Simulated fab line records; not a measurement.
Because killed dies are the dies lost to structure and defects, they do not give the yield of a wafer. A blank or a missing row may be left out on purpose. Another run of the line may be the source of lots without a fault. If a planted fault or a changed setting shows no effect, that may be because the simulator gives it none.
Matching of chambers || flow n5 finfet || N5_BEOL_M1_ALD_98 on ald sin-04: 4 sister chambers
The step deposits SiO2, target thk 2.5 nm, pulse time 1 s, co reactant pulse time 1 s. 20 wafers are shown with their chamber, then 10 later ones without.

== WAFERS, EACH WITH ITS CHAMBER ==
{"wafer": "L074.2", "chamber": 3, "heater power w (W)": 73, "precursor pulse height rel": 0.965}
{"wafer": "L074.3", "chamber": 1, "heater power w (W)": 84, "precursor pulse height rel": 1.000}
{"wafer": "L074.5", "chamber": 2, "heater power w (W)": 89, "precursor pulse height rel": 1.028}
{"wafer": "L076.1", "chamber": 3, "heater power w (W)": 71, "precursor pulse height rel": 0.982}
{"wafer": "L076.2", "chamber": 2, "heater power w (W)": 91, "precursor pulse height rel": 1.004}
{"wafer": "L076.5", "chamber": 1, "heater power w (W)": 84, "precursor pulse height rel": 0.988}
{"wafer": "L077.1", "chamber": 2, "heater power w (W)": 90, "precursor pulse height rel": 1.033}
{"wafer": "L077.2", "chamber": 3, "heater power w (W)": 73, "precursor pulse height rel": 1.010}
{"wafer": "L077.3", "chamber": 0, "heater power w (W)": 77, "precursor pulse height rel": 1.011}
{"wafer": "L086.3", "chamber": 3, "heater power w (W)": 74, "precursor pulse height rel": 0.999}
{"wafer": "L086.5", "chamber": 1, "heater power w (W)": 83, "precursor pulse height rel": 0.990}
{"wafer": "L086.6", "chamber": 2, "heater power w (W)": 87, "precursor pulse height rel": 1.017}
{"wafer": "L088.1", "chamber": 3, "heater power w (W)": 73, "precursor pulse height rel": 0.995}
{"wafer": "L088.2", "chamber": 1, "heater power w (W)": 83, "precursor pulse height rel": 0.981}
{"wafer": "L088.3", "chamber": 2, "heater power w (W)": 90, "precursor pulse height rel": 1.014}
{"wafer": "L088.4", "chamber": 0, "heater power w (W)": 78, "precursor pulse height rel": 0.999}
{"wafer": "L088.5", "chamber": 2, "heater power w (W)": 88, "precursor pulse height rel": 1.032}
{"wafer": "L088.6", "chamber": 3, "heater power w (W)": 71, "precursor pulse height rel": 1.003}
{"wafer": "L090.3", "chamber": 3, "heater power w (W)": 74, "precursor pulse height rel": 0.992}
{"wafer": "L090.4", "chamber": 2, "heater power w (W)": 88, "precursor pulse height rel": 1.039}

SIGNATURES (means of the wafers above)
{"reading": "heater power w", "chamber 0": 77.50, "chamber 1": 83.50, "chamber 2": 89.00, "chamber 3": 72.71, "scatter within a chamber": 1.2}
{"reading": "precursor pulse height rel", "chamber 0": 1.00500, "chamber 1": 0.98975, "chamber 2": 1.02386, "chamber 3": 0.99229, "scatter within a chamber": 0.0126}
Rule: for each reading, subtract the chamber's mean from the wafer's reading, divide by that reading's scatter and square the result; add these up over the readings and take the root, which gives the wafer's distance from the chamber. If the next closest chamber is less than 2 further off than the closest, the wafer can't be placed; otherwise it belongs to the closest. The scatter: the root of (the sum of the squares of (reading less its chamber's mean) over the shown wafers, divided by (wafers less chambers)).

== WAFERS WHOSE CHAMBER IS MISSING ==
{"wafer": "L090.5", "heater power w (W)": 85, "precursor pulse height rel": 0.969}
{"wafer": "L092.1", "heater power w (W)": 84, "precursor pulse height rel": 1.036}
{"wafer": "L092.2", "heater power w (W)": 88, "precursor pulse height rel": 1.035}
{"wafer": "L092.3", "heater power w (W)": 73, "precursor pulse height rel": 1.036}
{"wafer": "L092.4", "heater power w (W)": 77, "precursor pulse height rel": 0.986}
{"wafer": "L092.5", "heater power w (W)": 85, "precursor pulse height rel": 1.014}
{"wafer": "L092.6", "heater power w (W)": 88, "precursor pulse height rel": 1.004}
{"wafer": "L096.2", "heater power w (W)": 73, "precursor pulse height rel": 0.956}
{"wafer": "L096.5", "heater power w (W)": 87, "precursor pulse height rel": 1.016}
{"wafer": "L096.6", "heater power w (W)": 84, "precursor pulse height rel": 0.980}

== WHICH CHAMBER EACH ONE RAN IN ==
{"wafer": "L090.5", "from the rows above": 1, "in truth": 1}
{"wafer": "L092.1", "from the rows above": "can't be placed: 1 or 2", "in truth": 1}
{"wafer": "L092.2", "from the rows above": 2, "in truth": 2}
{"wafer": "L092.3", "from the rows above": "can't be placed: 3 or 0", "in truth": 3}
{"wafer": "L092.4", "from the rows above": 0, "in truth": 0}
{"wafer": "L092.5", "from the rows above": "can't be placed: 1 or 2", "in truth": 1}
{"wafer": "L092.6", "from the rows above": 2, "in truth": 2}
{"wafer": "L096.2", "from the rows above": 3, "in truth": 3}
{"wafer": "L096.5", "from the rows above": "can't be placed: 2 or 1", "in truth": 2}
{"wafer": "L096.6", "from the rows above": 1, "in truth": 1}
6 of 10 placed correctly. These rows do not allow placing 4 (true chamber among the candidates in 4). Placed wrongly: 0.
